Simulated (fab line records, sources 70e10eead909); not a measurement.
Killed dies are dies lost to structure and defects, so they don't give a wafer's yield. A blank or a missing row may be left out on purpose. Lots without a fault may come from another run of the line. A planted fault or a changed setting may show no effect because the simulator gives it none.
Chamber matching | flow nand_harc | NHARC_P_STI_DESCUM_14 on rie_diel-06: 4 sister chambers
The step chemistry O2, time 3 s. 14 wafers are shown with their chamber, then 7 later ones without.

WAFERS WITH THEIR CHAMBER
wafer  | chamber | oes_product_au (a.u.) | rf_vpp_V (V) | chamber_pressure_mTorr (mTorr)
L329.3 | 0       | 0.988                 | 58.7         | 59.96
L329.4 | 2       | 1.000                 | 57.6         | 59.84
L329.5 | 0       | 0.986                 | 57.4         | 59.92
L333.1 | 3       | 0.995                 | 55.7         | 60.01
L333.2 | 0       | 0.989                 | 58.8         | 59.94
L333.6 | 1       | 0.991                 | 57.0         | 59.92
L334.1 | 2       | 1.000                 | 56.9         | 60.17
L334.4 | 1       | 1.000                 | 57.2         | 59.97
L334.5 | 3       | 0.991                 | 56.4         | 59.91
L343.1 | 3       | 0.985                 | 58.5         | 60.07
L343.3 | 0       | 0.998                 | 57.8         | 60.02
L343.6 | 2       | 0.993                 | 58.2         | 60.05
L345.3 | 2       | 0.996                 | 58.2         | 60.02
L345.5 | 1       | 0.996                 | 58.1         | 59.92

SIGNATURES (means of the wafers above)
reading                | chamber 0 | chamber 1 | chamber 2 | chamber 3 | scatter within a chamber
oes_product_au         | 0.99025   | 0.99567   | 0.99725   | 0.99033   | 0.00459
rf_vpp_V               | 58.175    | 57.433    | 57.725    | 56.867    | 0.865
chamber_pressure_mTorr | 59.9600   | 59.9367   | 60.0200   | 59.9967   | 0.0873
Rule: a wafer's distance from a chamber is the root of the sum, over the readings, of the square of ((its reading less the chamber's mean) divided by the reading's scatter). The wafer belongs to the nearest chamber; if the next one is less than 2 further off, it can't be placed. The scatter: the root of (the sum of the squares of (reading less its chamber's mean) over the shown wafers, divided by (wafers less chambers)).

WAFERS WITHOUT THEIR CHAMBER
wafer  | oes_product_au (a.u.) | rf_vpp_V (V) | chamber_pressure_mTorr (mTorr)
L345.6 | 1.001                 | 59.0         | 59.88
L349.2 | 1.000                 | 57.7         | 60.06
L349.3 | 1.002                 | 57.0         | 59.97
L349.4 | 1.002                 | 58.4         | 59.95
L351.1 | 1.005                 | 57.5         | 59.99
L351.5 | 1.004                 | 57.9         | 59.96
L351.6 | 0.997                 | 57.2         | 59.94

WHICH CHAMBER EACH WENT THROUGH
wafer  | from the rows above               | in truth
L345.6 | can't be placed: 1 or 2 or 0 or 3 | 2
L349.2 | can't be placed: 2 or 1 or 3 or 0 | 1
L349.3 | can't be placed: 2 or 1 or 3 or 0 | 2
L349.4 | can't be placed: 2 or 1 or 0 or 3 | 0
L351.1 | can't be placed: 2 or 1 or 3 or 0 | 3
L351.5 | can't be placed: 2 or 1 or 0 or 3 | 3
L351.6 | can't be placed: 1 or 2 or 3 or 0 | 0
Placed correctly: 0 of 7. Can't be placed from these rows: 7 (the true chamber is among the candidates in 7). Placed wrongly: 0.
